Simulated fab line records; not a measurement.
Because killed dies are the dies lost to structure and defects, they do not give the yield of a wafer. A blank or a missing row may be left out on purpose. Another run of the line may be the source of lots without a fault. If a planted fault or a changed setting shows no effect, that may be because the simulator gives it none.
Chamber matching + flow nand-harc + rie-diel-10 running NHARC_A_CHANNEL_HOLE_D1_ETCH_44: 4 sister chambers
The step etches the open film in CF4/O2, target depth 140 nm, overetch 14 nm, time 77 s. 8 wafers are shown with their chamber, then 8 later ones without.

WAFERS PAIRED WITH THEIR CHAMBERS
| wafer  | chamber | showerhead-plenum-p-Torr (Torr) | rf-vpp-V (V) |
|--------|---------|---------------------------------|--------------|
| L480.4 | 0       | 1.29                            | 197.9        |
| L480.6 | 2       | 1.27                            | 195.8        |
| L482.4 | 1       | 1.29                            | 196.3        |
| L482.5 | 3       | 1.26                            | 196.9        |
| L483.1 | 1       | 1.29                            | 197.6        |
| L483.3 | 2       | 1.27                            | 196.9        |
| L483.5 | 0       | 1.29                            | 197.8        |
| L485.1 | 3       | 1.25                            | 196.7        |

WAFERS WITHOUT THEIR CHAMBER
| wafer  | showerhead-plenum-p-Torr (Torr) | rf-vpp-V (V) |
|--------|---------------------------------|--------------|
| L485.3 | 1.28                            | 196.0        |
| L485.4 | 1.29                            | 196.6        |
| L487.3 | 1.28                            | 196.0        |
| L487.5 | 1.27                            | 195.2        |
| L487.6 | 1.29                            | 196.9        |
| L488.1 | 1.29                            | 196.7        |
| L488.3 | 1.28                            | 196.7        |
| L488.4 | 1.27                            | 196.4        |

CHAMBER TAKEN BY EACH
| wafer  | from the rows above          | in truth |
|--------|------------------------------|----------|
| L485.3 | can't be placed: 2 or 1 or 0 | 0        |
| L485.4 | can't be placed: 1 or 0      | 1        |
| L487.3 | can't be placed: 2 or 1 or 0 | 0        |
| L487.5 | 2                            | 2        |
| L487.6 | can't be placed: 1 or 0      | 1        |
| L488.1 | can't be placed: 1 or 0      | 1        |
| L488.3 | can't be placed: 1 or 2 or 0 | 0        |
| L488.4 | 2                            | 2        |
Correct placement for 2 of the 8. These rows do not allow placing 6 (true chamber among the candidates in 6). Number placed wrongly: 0.
How it was worked out, from the rows above alone: a wafer's distance from a chamber is the root of the sum, over the readings, of the square of ((its reading less the chamber's mean) divided by the reading's scatter). The wafer belongs to the nearest chamber; if the next one is less than 2 further off, it can't be placed. Each chamber's mean is taken over the wafers shown for it. The scatter: take each reading less its chamber's mean, square it, sum over the shown wafers, divide by the number of wafers less the number of chambers, and take the root.
